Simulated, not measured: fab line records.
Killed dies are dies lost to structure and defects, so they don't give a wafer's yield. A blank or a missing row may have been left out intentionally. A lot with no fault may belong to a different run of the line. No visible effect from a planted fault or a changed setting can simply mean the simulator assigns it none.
Chamber matching	flow n5_finfet	N5_GATE_CUT_SAC_CAP_01 on ald_sin-04: 4 sister chambers
The step material SiNx, target thk 24 nm, pulse time 1 s, ald cycles 480. 22 wafers are shown with their chamber, then 11 later ones without.

## WAFERS PAIRED WITH THEIR CHAMBERS
wafer	chamber	heater_power_w (W)	precursor_pulse_height_rel
L076.1	0	932	0.972
L076.4	0	899	0.992
L076.5	3	704	1.015
L077.1	3	722	1.001
L077.4	2	856	0.997
L077.6	3	710	0.980
L080.1	2	877	0.997
L080.2	3	714	0.985
L080.6	0	888	0.998
L084.1	3	731	0.975
L084.2	1	787	1.008
L084.3	2	866	1.014
L084.4	0	934	1.011
L084.5	2	859	1.010
L084.6	1	776	0.991
L086.2	2	866	1.004
L086.4	0	909	1.013
L086.6	0	887	0.994
L088.3	0	890	0.967
L088.4	3	684	0.969
L088.5	0	913	0.996
L092.1	1	790	0.990

SIGNATURES (averages over the wafers above)
reading	chamber 0	chamber 1	chamber 2	chamber 3	scatter within a chamber
heater_power_w	906.50	784.33	864.80	710.83	15.3
precursor_pulse_height_rel	0.99287	0.99633	1.00440	0.98750	0.0146
Rule: for a wafer and a chamber, the distance is found by dividing, reading by reading, the gap between the wafer's reading and the chamber's mean by the reading's scatter, squaring, summing and taking the root. If the next closest chamber is less than 2 further off than the closest, the wafer can't be placed; otherwise it belongs to the closest. The scatter: the root of (the sum of the squares of (reading less its chamber's mean) over the shown wafers, divided by (wafers less chambers)).

## WAFERS WITHOUT THEIR CHAMBER
wafer	heater_power_w (W)	precursor_pulse_height_rel
L092.2	750	1.010
L092.3	810	1.016
L092.4	914	0.972
L092.5	804	1.013
L092.6	823	1.005
L096.1	795	0.986
L096.2	934	0.977
L096.3	742	1.010
L096.4	808	1.001
L096.5	749	0.995
L096.6	812	1.008

## CHAMBER TAKEN BY EACH
wafer	from the rows above	in truth
L092.2	can't be placed: 1 or 3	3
L092.3	can't be placed: 1 or 2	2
L092.4	0	0
L092.5	1	1
L092.6	can't be placed: 1 or 2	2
L096.1	1	1
L096.2	0	0
L096.3	can't be placed: 3 or 1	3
L096.4	1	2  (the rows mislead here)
L096.5	can't be placed: 1 or 3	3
L096.6	can't be placed: 1 or 2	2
Correct placement for 4 of the 11. These rows do not allow placing 6 (true chamber among the candidates in 6). 1 placed wrongly.
